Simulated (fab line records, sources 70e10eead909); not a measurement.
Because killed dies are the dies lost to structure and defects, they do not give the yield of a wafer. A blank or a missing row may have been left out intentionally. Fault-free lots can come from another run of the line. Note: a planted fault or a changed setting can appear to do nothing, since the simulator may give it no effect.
Which tool was responsible? ; flow nand-harc ; 66 wafers from 22 lots sampled at 6 of the route's 1302 steps

WHAT THE GAUGES SHOWED, per wafer
No reading from a measuring or inspecting step in the record can be judged against a usual standard deviation.

TOOL THAT RAN EACH LOT (tool first, then ch and the chambers of the sampled wafers, then the start)
lot;NHARC_A_STAIRCASE_CMP_152;NHARC_A_SLIT_ETCH_24;NHARC_A_SLIT_ETCH_26;NHARC_A_SLIT_ETCH_29;NHARC_A_WL_FILL_RTA_01;NHARC_A_WL_FILL_ETCHBACK_05
L074;cmp-02 ch 2,3, day 19 01:54;rie-diel-05 ch 0,1,3, day 19 17:17;har-etch-01 ch 0,1, day 19 22:05;rie-diel-06 ch 2,3, day 19 22:58;rtp-anneal-02 ch 0, day 20 06:43;rie-metal-03 ch 1, day 20 08:18
L077;cmp-04 ch 1,2, day 19 23:53;rie-diel-02 ch 2,3, day 20 14:47;har-etch-02 ch 0,1, day 20 20:08;rie-diel-05 ch 0,2,3, day 20 21:02;rtp-anneal-01 ch 0, day 21 03:55;rie-metal-02 ch 0,1, day 21 05:11
L075;cmp-02 ch 0,1,3, day 20 00:54;rie-diel-06 ch 0,2,3, day 20 14:37;har-etch-01 ch 0,1, day 20 19:23;rie-diel-06 ch 0,1,3, day 20 20:16;rtp-anneal-02 ch 0, day 21 04:00;rie-metal-01 ch 0,1, day 21 05:18
L078;cmp-03 ch 0,1,2, day 20 08:19;rie-diel-05 ch 0,3, day 21 03:04;har-etch-01 ch 0,1, day 21 08:08;rie-diel-02 ch 0,1, day 21 08:59;rtp-anneal-01 ch 0, day 21 16:40;rie-metal-01 ch 0,1, day 21 17:55
L076;cmp-04 ch 0,1,2, day 20 11:11;rie-diel-06 ch 0,2, day 21 02:52;har-etch-02 ch 0,1, day 21 09:31;rie-diel-05 ch 0,2,3, day 21 10:25;rtp-anneal-02 ch 0, day 21 16:29;rie-metal-02 ch 0,1, day 21 17:46
L080;cmp-03 ch 0,1, day 21 16:43;rie-diel-05 ch 1,2,3, day 22 10:19;har-etch-02 ch 0,1, day 22 15:35;rie-diel-02 ch 0,1,3, day 22 16:29;rtp-anneal-02 ch 0, day 23 00:32;rie-metal-03 ch 0,1, day 23 01:49
L079;cmp-02 ch 0,1, day 21 17:26;rie-diel-02 ch 0,1, day 22 09:02;har-etch-01 ch 0,1, day 22 15:26;rie-diel-06 ch 0,3, day 22 16:16;rtp-anneal-01 ch 0, day 23 00:46;rie-metal-01 ch 0,1, day 23 02:00
L081;cmp-02 ch 2,3, day 22 02:55;rie-diel-05 ch 0,1,2, day 22 21:17;har-etch-02 ch 0,1, day 23 02:47;rie-diel-02 ch 0,2, day 23 03:36;rtp-anneal-02 ch 0, day 23 12:53;rie-metal-01 ch 0,1, day 23 14:08
L082;cmp-04 ch 1,2,3, day 22 06:02;rie-diel-02 ch 1,2, day 22 19:47;har-etch-01 ch 0, day 23 00:38;rie-diel-05 ch 0,2, day 23 01:31;rtp-anneal-02 ch 0, day 23 09:03;rie-metal-02 ch 0,1, day 23 10:19
L085;cmp-03 ch 0,2,3, day 23 17:29;rie-diel-06 ch 1,2, day 24 09:38;har-etch-01 ch 0,1, day 24 14:47;rie-diel-06 ch 0,1,2, day 24 15:37;rtp-anneal-01 ch 0, day 24 22:27;rie-metal-02 ch 0,1, day 24 23:40
L083;cmp-02 ch 0,1,2, day 23 17:38;rie-diel-05 ch 0,2, day 24 09:11;har-etch-02 ch 0,1, day 24 14:00;rie-diel-05 ch 0,2,3, day 24 14:54;rtp-anneal-02 ch 0, day 24 22:25;rie-metal-03 ch 0,1, day 24 23:46
L086;cmp-03 ch 0,3, day 24 00:00;rie-diel-05 ch 2,3, day 24 15:59;har-etch-01 ch 0, day 24 20:44;rie-diel-06 ch 0,3, day 24 21:37;rtp-anneal-02 ch 0, day 25 07:31;rie-metal-01 ch 0,1, day 25 08:46
L084;cmp-02 ch 0,2, day 24 00:16;rie-diel-02 ch 1,2, day 24 15:45;har-etch-02 ch 0,1, day 24 20:39;rie-diel-05 ch 0,3, day 24 21:28;rtp-anneal-01 ch 0, day 25 07:43;rie-metal-02 ch 0,1, day 25 09:01
L087;cmp-02 ch 0,1, day 24 20:11;rie-diel-02 ch 2,3, day 25 11:20;har-etch-01 ch 0,1, day 25 16:26;rie-diel-06 ch 1,2,3, day 25 17:20;rtp-anneal-02 ch 0, day 26 00:52;rie-metal-01 ch 0,1, day 26 02:07
L088;cmp-04 ch 0,1,2, day 25 06:26;rie-diel-02 ch 0,2,3, day 25 20:44;har-etch-02 ch 0,1, day 26 02:41;rie-diel-05 ch 1,2, day 26 03:31;rtp-anneal-02 ch 0, day 26 10:29;rie-metal-03 ch 0,1, day 26 11:42
L090;cmp-04 ch 0,1, day 25 06:41;rie-diel-05 ch 0,1,3, day 25 21:37;har-etch-01 ch 0,1, day 26 05:17;rie-diel-02 ch 1,2, day 26 06:08;rtp-anneal-02 ch 0, day 26 14:14;rie-metal-02 ch 0,1, day 26 15:28
L089;cmp-02 ch 2,3, day 25 19:25;rie-diel-05 ch 0,2,3, day 26 10:38;har-etch-01 ch 0,1, day 26 15:28;rie-diel-05 ch 0,3, day 26 16:17;rtp-anneal-02 ch 0, day 26 23:56;rie-metal-01 ch 0,1, day 27 01:14
L092;cmp-02 ch 0,1,3, day 26 03:55;rie-diel-02 ch 1,2, day 26 23:02;har-etch-01 ch 0,1, day 27 03:53;rie-diel-05 ch 0,2, day 27 04:42;rtp-anneal-01 ch 0, day 27 13:20;rie-metal-03 ch 0,1, day 27 14:35
L093;cmp-02 ch 0,1, day 27 05:25;rie-diel-05 ch 0,2, day 27 19:53;har-etch-01 ch 0,1, day 28 00:56;rie-diel-06 ch 0,2,3, day 28 01:51;rtp-anneal-01 ch 0, day 28 09:19;rie-metal-01 ch 0,1, day 28 10:34
L096;cmp-04 ch 0,1, day 27 23:19;rie-diel-05 ch 0,2, day 28 14:50;har-etch-02 ch 0,1, day 28 19:41;rie-diel-02 ch 1,2,3, day 28 20:32;rtp-anneal-01 ch 0, day 29 04:04;rie-metal-01 ch 0,1, day 29 05:18
L094;cmp-02 ch 0,2, day 27 23:26;rie-diel-02 ch 0,2, day 28 15:41;har-etch-01 ch 0,1, day 28 20:30;rie-diel-05 ch 0,2, day 28 21:23;rtp-anneal-02 ch 0, day 29 04:05;rie-metal-03 ch 0,1, day 29 05:20
L095;cmp-04 ch 0,3, day 28 02:07;rie-diel-05 ch 0,2,3, day 28 17:00;har-etch-02 ch 0,1, day 28 23:35;rie-diel-02 ch 0,2,3, day 29 00:23;rtp-anneal-01 ch 0, day 29 07:56;rie-metal-02 ch 0,1, day 29 09:10
- NHARC_A_STAIRCASE_CMP_152: polishes.
- NHARC_A_SLIT_ETCH_24: etches the open film in CF4/CHF3, target depth 121 nm, time 60.5 s.
- NHARC_A_SLIT_ETCH_26: etches the open film in C4F8/O2/Ar, time 90 s, target depth 400 nm.
- NHARC_A_SLIT_ETCH_29: etches the open film in CF4/O2, target depth 100 nm, overetch 10 nm, time 55 s.
- NHARC_A_WL_FILL_RTA_01: time 5 s.
- NHARC_A_WL_FILL_ETCHBACK_05: etches the open film in Cl2/BCl3, target depth 22 nm, time 60 s.

AS READ BY THE TOOLS THEMSELVES (means over the sampled wafers that have a number; for cases with no such wafer, the mark the record gives instead)
NHARC_A_STAIRCASE_CMP_152.
lot;tool;motor-current-A (A)
L074;cmp-02;12.2
L077;cmp-04;11.9
L075;cmp-02;11.3
L078;cmp-03;12.1
L076;cmp-04;12.0
L080;cmp-03;12.5
L079;cmp-02;10.2
L081;cmp-02;12.6
L082;cmp-04;12.0
L085;cmp-03;12.9
L083;cmp-02;11.2
L086;cmp-03;13.5
L084;cmp-02;11.1
L087;cmp-02;10.0
L088;cmp-04;11.7
L090;cmp-04;11.8
L089;cmp-02;12.4
L092;cmp-02;11.4
L093;cmp-02;11.1
L096;cmp-04;11.8
L094;cmp-02;11.2
L095;cmp-04;12.9

NHARC_A_SLIT_ETCH_24.
lot;tool;chamber-pressure-mTorr (mTorr);drypump-motor-current-A (A);oes-product-au (a.u.);rf-vpp-V (V);showerhead-plenum-p-Torr (Torr);throttle-valve-pct (%)
L074;rie-diel-05;24.994;5.7;0.965;369.1;1.53;16.800
L077;rie-diel-02;24.998;6.0;0.970;372.3;1.63;16.801
L075;rie-diel-06;24.976;6.3;0.969;369.3;1.53;16.804
L078;rie-diel-05;24.965;5.4;0.965;368.3;1.53;16.804
L076;rie-diel-06;25.018;6.3;0.927;369.7;1.52;16.798
L080;rie-diel-05;25.031;6.0;0.939;370.2;1.56;16.799
L079;rie-diel-02;25.009;5.6;0.953;371.5;1.61;16.795
L081;rie-diel-05;24.988;5.4;0.965;370.3;1.55;16.805
L082;rie-diel-02;25.021;6.2;0.959;370.9;1.57;16.804
L085;rie-diel-06;24.993;6.4;0.959;368.9;1.51;16.805
L083;rie-diel-05;24.980;5.1;0.967;369.4;1.55;16.803
L086;rie-diel-05;25.006;6.3;0.952;370.3;1.56;16.808
L084;rie-diel-02;25.001;5.9;0.974;369.4;1.54;16.807
L087;rie-diel-02;24.977;6.0;0.966;373.0;1.63;16.808
L088;rie-diel-02;25.009;6.0;0.958;372.3;1.63;16.794
L090;rie-diel-05;24.988;5.7;0.966;367.9;1.52;16.806
L089;rie-diel-05;24.998;5.6;0.967;370.4;1.55;16.808
L092;rie-diel-02;24.997;5.9;0.956;369.0;1.54;16.809
L093;rie-diel-05;24.977;5.0;0.939;370.3;1.54;16.801
L096;rie-diel-05;24.932;5.3;0.960;370.0;1.58;16.799
L094;rie-diel-02;25.003;6.0;0.967;372.5;1.63;16.795
L095;rie-diel-05;25.008;5.7;0.952;370.3;1.55;16.794

NHARC_A_SLIT_ETCH_26.
lot;tool;chamber-pressure-mTorr (mTorr);drypump-motor-current-A (A);showerhead-plenum-p-Torr (Torr);throttle-valve-pct (%)
L074;har-etch-01;25.007;5.44;3.60;27.620
L077;har-etch-02;24.974;6.03;3.73;27.618
L075;har-etch-01;25.016;5.43;3.59;27.618
L078;har-etch-01;24.955;5.45;3.59;27.622
L076;har-etch-02;25.005;6.04;3.73;27.618
L080;har-etch-02;24.984;5.88;3.83;27.616
L079;har-etch-01;25.008;5.44;3.58;27.630
L081;har-etch-02;24.988;5.89;3.82;27.616
L082;har-etch-01;24.997;5.38;3.62;27.630
L085;har-etch-01;25.011;5.43;3.56;27.622
L083;har-etch-02;24.993;5.85;3.82;27.614
L086;har-etch-01;24.999;5.38;3.61;27.621
L084;har-etch-02;25.000;5.88;3.81;27.616
L087;har-etch-01;24.983;5.43;3.56;27.625
L088;har-etch-02;25.000;5.86;3.80;27.612
L090;har-etch-01;24.990;5.43;3.55;27.615
L089;har-etch-01;24.990;5.44;3.55;27.620
L092;har-etch-01;24.991;5.48;3.50;27.633
L093;har-etch-01;25.030;5.43;3.54;27.617
L096;har-etch-02;25.000;5.86;3.78;27.616
L094;har-etch-01;24.984;5.49;3.49;27.619
L095;har-etch-02;25.005;5.88;3.78;27.622

NHARC_A_SLIT_ETCH_29.
lot;tool;chamber-pressure-mTorr (mTorr);drypump-motor-current-A (A);oes-product-au (a.u.);rf-vpp-V (V);showerhead-plenum-p-Torr (Torr);throttle-valve-pct (%)
L074;rie-diel-06;30.025;6.6;1.001;196.4;1.25;13.399
L077;rie-diel-05;29.987;5.6;1.001;197.5;1.32;13.403
L075;rie-diel-06;30.023;6.1;1.005;198.1;1.34;13.398
L078;rie-diel-02;29.976;5.6;1.000;196.9;1.33;13.388
L076;rie-diel-05;30.003;5.6;1.009;198.1;1.32;13.401
L080;rie-diel-02;29.997;5.6;0.997;198.6;1.37;13.398
L079;rie-diel-06;30.013;6.2;0.996;196.6;1.30;13.394
L081;rie-diel-02;30.002;6.0;0.993;198.4;1.39;13.408
L082;rie-diel-05;30.020;5.3;1.006;198.7;1.34;13.400
L085;rie-diel-06;29.994;6.1;1.005;198.4;1.33;13.395
L083;rie-diel-05;29.980;5.7;0.993;197.1;1.32;13.405
L086;rie-diel-06;29.981;6.0;1.003;198.4;1.35;13.387
L084;rie-diel-05;30.016;6.0;0.999;196.1;1.29;13.400
L087;rie-diel-06;30.015;6.3;1.008;197.2;1.29;13.399
L088;rie-diel-05;30.003;5.6;1.009;198.4;1.34;13.399
L090;rie-diel-02;29.957;6.2;0.996;198.3;1.33;13.397
L089;rie-diel-05;29.996;6.0;1.000;197.2;1.29;13.393
L092;rie-diel-05;29.999;5.1;0.990;196.6;1.31;13.395
L093;rie-diel-06;30.014;6.3;1.009;197.0;1.30;13.391
L096;rie-diel-02;30.005;5.9;1.003;198.1;1.35;13.386
L094;rie-diel-05;30.026;5.3;1.001;199.6;1.34;13.395
L095;rie-diel-02;30.036;6.0;0.999;198.6;1.38;13.404

NHARC_A_WL_FILL_RTA_01.
lot;tool;lamp-power-pct (%);lamp_zone_4_pct (%);wafer_temp_C_max
L074;rtp-anneal-02;31.0;31.0;1004.9
L077;rtp-anneal-01;27.9;27.9;1002.5
L075;rtp-anneal-02;31.0;31.0;1004.8
L078;rtp-anneal-01;27.9;27.9;1001.8
L076;rtp-anneal-02;31.0;31.0;1004.7
L080;rtp-anneal-02;31.0;31.0;1005.7
L079;rtp-anneal-01;27.8;27.9;1002.4
L081;rtp-anneal-02;31.0;31.0;1004.3
L082;rtp-anneal-02;31.0;31.0;1004.9
L085;rtp-anneal-01;27.9;27.9;1002.7
L083;rtp-anneal-02;31.0;31.0;1005.7
L086;rtp-anneal-02;31.0;31.0;1005.4
L084;rtp-anneal-01;27.9;27.9;1003.0
L087;rtp-anneal-02;31.0;31.0;1005.6
L088;rtp-anneal-02;31.0;31.0;1005.7
L090;rtp-anneal-02;31.0;31.0;1005.0
L089;rtp-anneal-02;31.0;31.0;1005.9
L092;rtp-anneal-01;27.9;27.9;1003.1
L093;rtp-anneal-01;27.9;27.9;1002.3
L096;rtp-anneal-01;27.9;27.9;1002.9
L094;rtp-anneal-02;31.0;30.9;1004.4
L095;rtp-anneal-01;27.9;27.9;1002.8

NHARC_A_WL_FILL_ETCHBACK_05.
lot;tool;chamber-pressure-mTorr (mTorr);drypump-motor-current-A (A);oes-product-au (a.u.)
L074;rie-metal-03;9.996;5.9;1.006
L077;rie-metal-02;9.997;6.2;1.009
L075;rie-metal-01;10.000;5.5;1.006
L078;rie-metal-01;10.007;5.5;0.999
L076;rie-metal-02;10.006;6.2;1.001
L080;rie-metal-03;10.005;6.1;1.000
L079;rie-metal-01;9.996;5.5;0.994
L081;rie-metal-01;10.001;5.2;1.000
L082;rie-metal-02;10.010;5.9;0.999
L085;rie-metal-02;10.010;5.9;0.994
L083;rie-metal-03;9.999;6.1;0.999
L086;rie-metal-01;10.002;5.5;0.990
L084;rie-metal-02;10.002;5.9;1.001
L087;rie-metal-01;10.007;5.2;1.005
L088;rie-metal-03;9.995;6.1;0.998
L090;rie-metal-02;10.001;5.9;0.996
L089;rie-metal-01;10.001;5.2;1.001
L092;rie-metal-03;10.001;6.0;0.991
L093;rie-metal-01;10.006;5.6;1.007
L096;rie-metal-01;10.003;5.5;1.008
L094;rie-metal-03;9.997;6.1;0.989
L095;rie-metal-02;10.004;5.9;1.003

THE ANSWER, worked out from the rows above alone
Rule: the lots themselves supply what counts as usual. The widest of any qualifying gaps counts: lots, ordered by their means at a reading, are off when they make up no more than a third of the lots, leave a main group of 4 or more, and stand apart from it by 3 or more times the standard deviation of that group's means. If all means in a main group match to the digits the tables above print for the reading, that group is not used. Also off: a lot with no number at a reading for which 4 or more lots have one. Any other lot the step has rows for is counted as sound. The gauges are gone through in route order, then the tools' own readings, and for those a lot's mean is taken as printed above. At the first step where some lot is off, the reading lying furthest off is the one used; lots without a number count as furthest.
Across all readings shown, no lot is off: no conclusion can be drawn from this.

WHAT THE SIMULATOR HAD INSERTED
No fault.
